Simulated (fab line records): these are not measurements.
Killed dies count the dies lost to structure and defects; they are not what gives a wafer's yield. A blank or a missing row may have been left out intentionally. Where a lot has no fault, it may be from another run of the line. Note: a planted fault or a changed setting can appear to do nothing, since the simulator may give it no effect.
Which tool did it? :: flow n5_finfet :: 15 lots (45 wafers sampled), 1 step of a 1938-step route

## WHAT THE GAUGES SHOWED, per wafer
N5_MOL_CONTACT_COAG_THK_MEAS_29. Usual: MD_CAP_THK gives 17.92 nm (standard deviation 0.094).
lot: L944
measured: day 5 14:56
on: film_metro-02
MD_CAP_THK (nm): 17.95 17.99 18.00
flag: 

lot: L943
measured: day 5 17:09
on: film_metro-02
MD_CAP_THK (nm): 17.91 18.03 17.98
flag: 

lot: L945
measured: day 5 18:07
on: film_metro-02
MD_CAP_THK (nm): 17.74 17.75 17.86
flag: 

lot: L946
measured: day 6 01:22
on: film_metro-02
MD_CAP_THK (nm): 18.05 18.00 17.96
flag: 

lot: L947
measured: day 6 09:47
on: film_metro-02
MD_CAP_THK (nm): 17.88 18.02 17.93
flag: 

lot: L948
measured: day 6 10:25
on: film_metro-01
MD_CAP_THK (nm): 17.88 18.05 17.74
flag: 

lot: L949
measured: day 6 17:54
on: film_metro-01
MD_CAP_THK (nm): 18.08 17.95 17.93
flag: 

lot: L950
measured: day 6 22:35
on: film_metro-01
MD_CAP_THK (nm): 17.93 17.96 17.78
flag: 

lot: L957
measured: day 8 16:18
on: film_metro-01
MD_CAP_THK (nm): 17.88 17.78 17.74
flag: 

lot: L959
measured: day 9 04:27
on: film_metro-02
MD_CAP_THK (nm): 18.08 17.88 17.88
flag: 

lot: L961
measured: day 9 18:31
on: film_metro-02
MD_CAP_THK (nm): 17.84 17.93 18.08
flag: 

lot: L963
measured: day 10 03:34
on: film_metro-02
MD_CAP_THK (nm): 18.07 17.92 17.89
flag: 

lot: L964
measured: day 10 07:08
on: film_metro-02
MD_CAP_THK (nm): 17.98 17.86 18.02
flag: 

lot: L965
measured: day 10 12:12
on: film_metro-02
MD_CAP_THK (nm): 17.90 17.89 17.84
flag: 

lot: L966
measured: day 10 23:42
on: film_metro-01
MD_CAP_THK (nm): 17.91 17.98 17.95
flag: 

## WHICH TOOL RAN EACH LOT (tool, then ch and the chambers of the sampled wafers, then the start)
Record: no process step prior to these readings.

## AS READ BY THE TOOLS THEMSELVES (means over the sampled wafers that have a number; for cases with no such wafer, the mark the record gives instead)
The record holds no such reading with a usual standard deviation.

## THE ANSWER, worked out from the rows above alone
Rule: a lot is off if the mean of its wafers that have a number lies more than 3 standard deviations from the usual mean. Also off: a lot with no number at a reading for which 4 or more lots have one. Any other lot the step has rows for is counted as sound. First the gauges in route order, then the tools' own readings, where a lot's mean is used as printed above. The first step at which some lot is off is used, and at that step the reading that is off furthest; a lot without a number counts as furthest.
Nothing can be told from this: no lot is off at any reading shown.

## WHAT THE SIMULATOR PUT IN
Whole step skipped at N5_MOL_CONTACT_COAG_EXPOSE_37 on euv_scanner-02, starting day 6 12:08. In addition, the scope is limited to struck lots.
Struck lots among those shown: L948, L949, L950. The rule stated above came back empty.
